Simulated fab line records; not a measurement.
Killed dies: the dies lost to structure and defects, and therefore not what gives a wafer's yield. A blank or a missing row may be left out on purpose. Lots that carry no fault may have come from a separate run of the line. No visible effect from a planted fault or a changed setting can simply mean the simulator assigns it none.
Which tool was responsible? || flow n5_finfet || 11 lots with 31 wafers sampled at 5 steps, on a route of 1938 steps

WHAT EACH GAUGE READ, for each wafer
N5_SD_EPI_N_OVL_MEAS_10.
{"lot": "L714", "measured": "day 3 11:39", "on": "overlay-01", "SD_N_BLK_OVL (nm)": "0.4 1.0 0.5"}
{"lot": "L715", "measured": "day 3 17:43", "on": "overlay-02", "SD_N_BLK_OVL (nm)": "-1.2 0.0"}
{"lot": "L716", "measured": "day 4 01:50", "on": "overlay-02", "SD_N_BLK_OVL (nm)": "0.5 -1.7 0.1"}
{"lot": "L718", "measured": "day 4 16:19", "on": "overlay-01", "SD_N_BLK_OVL (nm)": "-0.4 0.5"}
{"lot": "L719", "measured": "day 4 23:33", "on": "overlay-02", "SD_N_BLK_OVL (nm)": "1.7 1.3 1.9"}
{"lot": "L725", "measured": "day 6 09:41", "on": "overlay-02", "SD_N_BLK_OVL (nm)": "0.3 0.8 -0.4"}
{"lot": "L727", "measured": "day 6 19:03", "on": "overlay-02", "SD_N_BLK_OVL (nm)": "0.6 -1.0 0.8"}
{"lot": "L730", "measured": "day 7 11:41", "on": "overlay-02", "SD_N_BLK_OVL (nm)": "0.1 1.5 0.8"}
{"lot": "L732", "measured": "day 8 03:10", "on": "overlay-01", "SD_N_BLK_OVL (nm)": "-0.8 -0.1 0.5"}
{"lot": "L734", "measured": "day 8 12:35", "on": "overlay-02", "SD_N_BLK_OVL (nm)": "0.6 -1.5 0.3"}
{"lot": "L735", "measured": "day 8 20:55", "on": "overlay-02", "SD_N_BLK_OVL (nm)": "1.9 1.2 2.0"}

N5_BEOL_M4_RC_MEAS_101.
{"lot": "L714", "measured": "day 12 01:04", "on": "prober-02", "DIBL_N (mV/V)": "42.7 36.7 42.0", "DIBL_P (mV/V)": "41.4 34.8 40.6", "IOFF_N (nA/um)": "0.26 0.13 0.25", "IOFF_P (nA/um)": "0.31 0.18 0.30", "ION_N (uA/um)": "704 672 707", "ION_P (uA/um)": "480 465 482", "SS_N (mV/dec)": "73.3 71.3 72.9", "SS_P (mV/dec)": "74.6 72.9 74.4", "VT_N (mV)": "244 254 245", "VT_P (mV)": "-245 -254 -247"}
{"lot": "L715", "measured": "day 12 12:42", "on": "prober-02", "DIBL_N (mV/V)": "38.0 37.4", "DIBL_P (mV/V)": "37.0 37.3", "IOFF_N (nA/um)": "0.19 0.16", "IOFF_P (nA/um)": "0.20 0.21", "ION_N (uA/um)": "692 681", "ION_P (uA/um)": "462 459", "SS_N (mV/dec)": "71.4 71.2", "SS_P (mV/dec)": "73.3 73.3", "VT_N (mV)": "247 249", "VT_P (mV)": "-252 -252"}
{"lot": "L716", "measured": "day 12 14:16", "on": "prober-01", "DIBL_N (mV/V)": "36.2 37.5 41.2", "DIBL_P (mV/V)": "35.5 38.0 40.8", "IOFF_N (nA/um)": "0.13 0.16 0.24", "IOFF_P (nA/um)": "0.16 0.20 0.24", "ION_N (uA/um)": "658 679 677", "ION_P (uA/um)": "441 457 452", "SS_N (mV/dec)": "72.6 72.2 72.4", "SS_P (mV/dec)": "73.6 72.6 74.0", "VT_N (mV)": "254 251 245", "VT_P (mV)": "-256 -254 -250"}
{"lot": "L718", "measured": "day 13 17:46", "on": "prober-01", "DIBL_N (mV/V)": "36.3 39.2", "DIBL_P (mV/V)": "37.5 41.1", "IOFF_N (nA/um)": "0.16 0.23", "IOFF_P (nA/um)": "0.21 0.26", "ION_N (uA/um)": "684 700", "ION_P (uA/um)": "469 471", "SS_N (mV/dec)": "72.1 72.5", "SS_P (mV/dec)": "73.8 75.4", "VT_N (mV)": "252 245", "VT_P (mV)": "-249 -248"}
{"lot": "L719", "measured": "day 13 10:34", "on": "prober-01", "DIBL_N (mV/V)": "40.2 39.1 38.9", "DIBL_P (mV/V)": "40.8 39.3 38.2", "IOFF_N (nA/um)": "0.22 0.21 0.19", "IOFF_P (nA/um)": "0.27 0.24 0.22", "ION_N (uA/um)": "673 687 662", "ION_P (uA/um)": "456 465 449", "SS_N (mV/dec)": "72.8 72.5 71.9", "SS_P (mV/dec)": "74.5 73.8 73.5", "VT_N (mV)": "246 247 251", "VT_P (mV)": "-248 -248 -251"}
{"lot": "L725", "measured": "day 15 17:26", "on": "prober-01", "DIBL_N (mV/V)": "34.6 36.4 39.1", "DIBL_P (mV/V)": "35.0 37.2 40.1", "IOFF_N (nA/um)": "0.14 0.16 0.21", "IOFF_P (nA/um)": "0.19 0.22 0.27", "ION_N (uA/um)": "668 673 685", "ION_P (uA/um)": "461 461 458", "SS_N (mV/dec)": "70.6 71.1 72.7", "SS_P (mV/dec)": "73.0 73.6 73.4", "VT_N (mV)": "249 251 247", "VT_P (mV)": "-250 -251 -248"}
{"lot": "L727", "measured": "day 15 08:53", "on": "prober-01", "DIBL_N (mV/V)": "40.9 37.4 37.9", "DIBL_P (mV/V)": "40.7 36.3 36.6", "IOFF_N (nA/um)": "0.22 0.16 0.16", "IOFF_P (nA/um)": "0.30 0.22 0.22", "ION_N (uA/um)": "692 676 679", "ION_P (uA/um)": "477 468 471", "SS_N (mV/dec)": "72.4 71.1 71.7", "SS_P (mV/dec)": "74.6 73.8 73.2", "VT_N (mV)": "244 248 250", "VT_P (mV)": "-242 -250 -249"}
{"lot": "L730", "measured": "day 16 00:22", "on": "prober-01", "DIBL_N (mV/V)": "38.0 37.0 39.6", "DIBL_P (mV/V)": "36.7 35.4 38.5", "IOFF_N (nA/um)": "0.18 0.16 0.20", "IOFF_P (nA/um)": "0.22 0.20 0.24", "ION_N (uA/um)": "665 677 681", "ION_P (uA/um)": "457 462 463", "SS_N (mV/dec)": "71.2 71.2 72.0", "SS_P (mV/dec)": "73.7 73.1 74.4", "VT_N (mV)": "248 248 246", "VT_P (mV)": "-250 -249 -251"}
{"lot": "L732", "measured": "day 17 01:41", "on": "prober-01", "DIBL_N (mV/V)": "38.0 33.6 35.8", "DIBL_P (mV/V)": "40.6 34.2 36.5", "IOFF_N (nA/um)": "0.18 0.11 0.15", "IOFF_P (nA/um)": "0.23 0.14 0.17", "ION_N (uA/um)": "686 645 675", "ION_P (uA/um)": "471 444 454", "SS_N (mV/dec)": "72.0 71.2 71.7", "SS_P (mV/dec)": "73.7 71.8 73.3", "VT_N (mV)": "247 256 251", "VT_P (mV)": "-252 -253 -256"}
{"lot": "L734", "measured": "day 17 05:06", "on": "prober-02", "DIBL_N (mV/V)": "39.4 36.0 38.5", "DIBL_P (mV/V)": "38.3 34.0 39.8", "IOFF_N (nA/um)": "0.22 0.17 0.22", "IOFF_P (nA/um)": "0.26 0.19 0.30", "ION_N (uA/um)": "685 680 688", "ION_P (uA/um)": "469 459 471", "SS_N (mV/dec)": "73.2 71.6 71.4", "SS_P (mV/dec)": "73.9 72.8 73.6", "VT_N (mV)": "245 249 244", "VT_P (mV)": "-247 -251 -246"}
{"lot": "L735", "measured": "day 17 18:26", "on": "prober-02", "DIBL_N (mV/V)": "36.5 33.3 36.9", "DIBL_P (mV/V)": "36.5 31.9 37.3", "IOFF_N (nA/um)": "0.16 0.12 0.19", "IOFF_P (nA/um)": "0.26 0.17 0.26", "ION_N (uA/um)": "662 680 686", "ION_P (uA/um)": "460 463 475", "SS_N (mV/dec)": "71.5 70.8 72.2", "SS_P (mV/dec)": "73.6 73.0 74.0", "VT_N (mV)": "250 248 248", "VT_P (mV)": "-245 -251 -246"}

WHICH TOOL RAN EACH LOT (tool, then ch and the chambers of the sampled wafers, then the start)
{"lot": "L714", "N5_SD_EPI_P_COAT_34": "litho_track-04 ch 0, day 3 16:02", "N5_SD_ACTIVATION_RTA_00": "rtp_anneal-02 ch 0, day 3 20:14", "N5_SD_ACTIVATION_LSA_01": "laser_anneal-01 ch 0, day 3 20:26"}
{"lot": "L715", "N5_SD_EPI_P_COAT_34": "litho_track-03 ch 0, day 3 22:02", "N5_SD_ACTIVATION_RTA_00": "rtp_anneal-02 ch 0, day 4 02:10", "N5_SD_ACTIVATION_LSA_01": "laser_anneal-02 ch 0, day 4 02:22"}
{"lot": "L716", "N5_SD_EPI_P_COAT_34": "litho_track-01 ch 0, day 4 06:08", "N5_SD_ACTIVATION_RTA_00": "rtp_anneal-01 ch 0, day 4 10:21", "N5_SD_ACTIVATION_LSA_01": "laser_anneal-01 ch 0, day 4 10:33"}
{"lot": "L718", "N5_SD_EPI_P_COAT_34": "litho_track-04 ch 0, day 4 20:34", "N5_SD_ACTIVATION_RTA_00": "rtp_anneal-01 ch 0, day 5 01:47", "N5_SD_ACTIVATION_LSA_01": "laser_anneal-01 ch 0, day 5 02:05"}
{"lot": "L719", "N5_SD_EPI_P_COAT_34": "litho_track-04 ch 0, day 5 04:44", "N5_SD_ACTIVATION_RTA_00": "rtp_anneal-01 ch 0, day 5 09:07", "N5_SD_ACTIVATION_LSA_01": "laser_anneal-02 ch 0, day 5 09:29"}
{"lot": "L725", "N5_SD_EPI_P_COAT_34": "litho_track-03 ch 0, day 6 13:45", "N5_SD_ACTIVATION_RTA_00": "rtp_anneal-02 ch 0, day 6 17:58", "N5_SD_ACTIVATION_LSA_01": "laser_anneal-02 ch 0, day 6 18:10"}
{"lot": "L727", "N5_SD_EPI_P_COAT_34": "litho_track-04 ch 0, day 6 23:41", "N5_SD_ACTIVATION_RTA_00": "rtp_anneal-01 ch 0, day 7 04:38", "N5_SD_ACTIVATION_LSA_01": "laser_anneal-02 ch 0, day 7 04:50"}
{"lot": "L730", "N5_SD_EPI_P_COAT_34": "litho_track-04 ch 0, day 7 16:52", "N5_SD_ACTIVATION_RTA_00": "rtp_anneal-01 ch 0, day 7 21:08", "N5_SD_ACTIVATION_LSA_01": "laser_anneal-02 ch 0, day 7 21:20"}
{"lot": "L732", "N5_SD_EPI_P_COAT_34": "litho_track-01 ch 0, day 8 08:04", "N5_SD_ACTIVATION_RTA_00": "rtp_anneal-01 ch 0, day 8 13:06", "N5_SD_ACTIVATION_LSA_01": "laser_anneal-02 ch 0, day 8 13:18"}
{"lot": "L734", "N5_SD_EPI_P_COAT_34": "litho_track-03 ch 0, day 8 17:04", "N5_SD_ACTIVATION_RTA_00": "rtp_anneal-01 ch 0, day 8 21:32", "N5_SD_ACTIVATION_LSA_01": "laser_anneal-02 ch 0, day 8 21:44"}
{"lot": "L735", "N5_SD_EPI_P_COAT_34": "litho_track-03 ch 0, day 9 01:48", "N5_SD_ACTIVATION_RTA_00": "rtp_anneal-01 ch 0, day 9 06:08", "N5_SD_ACTIVATION_LSA_01": "laser_anneal-01 ch 0, day 9 06:20"}
- N5_SD_EPI_P_COAT_34: time 60 s, resist thk 350 nm.
- N5_SD_ACTIVATION_RTA_00: time 0 s.
- N5_SD_ACTIVATION_LSA_01: time 0.0008 s.

AS READ BY THE TOOLS THEMSELVES (means over the sampled wafers that have a number; for cases with no such wafer, the mark the record gives instead)
N5_SD_EPI_P_COAT_34.
{"lot": "L714", "tool": "litho_track-04", "heater_power_total_W (W)": 499.9, "plate_temp_C (C)": 250.17}
{"lot": "L715", "tool": "litho_track-03", "heater_power_total_W (W)": 501.0, "plate_temp_C (C)": 249.93}
{"lot": "L716", "tool": "litho_track-01", "heater_power_total_W (W)": 501.0, "plate_temp_C (C)": 250.11}
{"lot": "L718", "tool": "litho_track-04", "heater_power_total_W (W)": 500.0, "plate_temp_C (C)": 249.99}
{"lot": "L719", "tool": "litho_track-04", "heater_power_total_W (W)": 500.0, "plate_temp_C (C)": 249.97}
{"lot": "L725", "tool": "litho_track-03", "heater_power_total_W (W)": 500.1, "plate_temp_C (C)": 250.14}
{"lot": "L727", "tool": "litho_track-04", "heater_power_total_W (W)": 813.9, "plate_temp_C (C)": 262.16}
{"lot": "L730", "tool": "litho_track-04", "heater_power_total_W (W)": 814.5, "plate_temp_C (C)": 262.36}
{"lot": "L732", "tool": "litho_track-01", "heater_power_total_W (W)": 499.6, "plate_temp_C (C)": 250.09}
{"lot": "L734", "tool": "litho_track-03", "heater_power_total_W (W)": 501.5, "plate_temp_C (C)": 250.37}
{"lot": "L735", "tool": "litho_track-03", "heater_power_total_W (W)": 501.4, "plate_temp_C (C)": 249.84}

N5_SD_ACTIVATION_RTA_00.
{"lot": "L714", "tool": "rtp_anneal-02", "lamp_power_pct (%)": 8.99, "wafer_temp_C_max": 975.6}
{"lot": "L715", "tool": "rtp_anneal-02", "lamp_power_pct (%)": 8.93, "wafer_temp_C_max": 974.2}
{"lot": "L716", "tool": "rtp_anneal-01", "lamp_power_pct (%)": 8.96, "wafer_temp_C_max": 974.1}
{"lot": "L718", "tool": "rtp_anneal-01", "lamp_power_pct (%)": 8.96, "wafer_temp_C_max": 976.5}
{"lot": "L719", "tool": "rtp_anneal-01", "lamp_power_pct (%)": 8.88, "wafer_temp_C_max": 973.2}
{"lot": "L725", "tool": "rtp_anneal-02", "lamp_power_pct (%)": 8.99, "wafer_temp_C_max": 976.0}
{"lot": "L727", "tool": "rtp_anneal-01", "lamp_power_pct (%)": 8.95, "wafer_temp_C_max": 973.6}
{"lot": "L730", "tool": "rtp_anneal-01", "lamp_power_pct (%)": 8.98, "wafer_temp_C_max": 974.8}
{"lot": "L732", "tool": "rtp_anneal-01", "lamp_power_pct (%)": 8.91, "wafer_temp_C_max": 973.3}
{"lot": "L734", "tool": "rtp_anneal-01", "lamp_power_pct (%)": 8.92, "wafer_temp_C_max": 974.5}
{"lot": "L735", "tool": "rtp_anneal-01", "lamp_power_pct (%)": 8.96, "wafer_temp_C_max": 977.1}

N5_SD_ACTIVATION_LSA_01.
{"lot": "L714", "tool": "laser_anneal-01", "wafer_temp_C_max": 1084.1}
{"lot": "L715", "tool": "laser_anneal-02", "wafer_temp_C_max": 1084.0}
{"lot": "L716", "tool": "laser_anneal-01", "wafer_temp_C_max": 1086.3}
{"lot": "L718", "tool": "laser_anneal-01", "wafer_temp_C_max": 1084.5}
{"lot": "L719", "tool": "laser_anneal-02", "wafer_temp_C_max": 1084.0}
{"lot": "L725", "tool": "laser_anneal-02", "wafer_temp_C_max": 1084.7}
{"lot": "L727", "tool": "laser_anneal-02", "wafer_temp_C_max": 1084.3}
{"lot": "L730", "tool": "laser_anneal-02", "wafer_temp_C_max": 1084.0}
{"lot": "L732", "tool": "laser_anneal-02", "wafer_temp_C_max": 1084.7}
{"lot": "L734", "tool": "laser_anneal-02", "wafer_temp_C_max": 1084.1}
{"lot": "L735", "tool": "laser_anneal-01", "wafer_temp_C_max": 1085.1}

THE ANSWER, worked out from the rows above alone
Rule: what is usual is taken from the lots themselves. Put in order of their means at a reading, lots are off if they are a third of the lots or fewer, leave a main group of 4 or more, and stand apart from it by a gap of 3 or more times the standard deviation of the main group's means; of several such gaps the widest counts. A main group whose means are all the same, to the digits that the tables above print for the reading, isn't used. Also off: a lot with no number at a reading for which 4 or more lots have one. All remaining lots with rows at the step are treated as sound. First the gauges in route order, then the tools' own readings, where a lot's mean is used as printed above. The first step at which some lot is off is used, and at that step the reading that is off furthest; a lot without a number counts as furthest.
Off at N5_SD_EPI_P_COAT_34 (heater_power_total_W): L727, L730. The main group: mean 500.5 W, standard deviation 0.68.
A tool fits if, at that step or a process step before it, it ran every lot that is off, and no sound lot after the first of them. One fits: litho_track-04 at N5_SD_EPI_P_COAT_34. A fault onset in the window from L719 (day 5 04:44, its last sound lot) to L727 (day 6 23:41, its first lot off) fits.
The tool's own readings at N5_SD_EPI_P_COAT_34 bear it out: on the lots that are off they differ by more than 5 times the standard deviation of the sound lots' means. heater_power_total_W reads 814.2 W there against 500.5 W on the sound lots; plate_temp_C reads 262.26 C there against 250.07 C on the sound lots.

WHAT THE SIMULATOR HAD INSERTED
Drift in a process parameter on litho_track-04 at N5_SD_EPI_P_COAT_34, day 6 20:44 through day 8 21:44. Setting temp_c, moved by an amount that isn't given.
Shown lots that were struck: L727, L730. This agrees with what the rule above found.
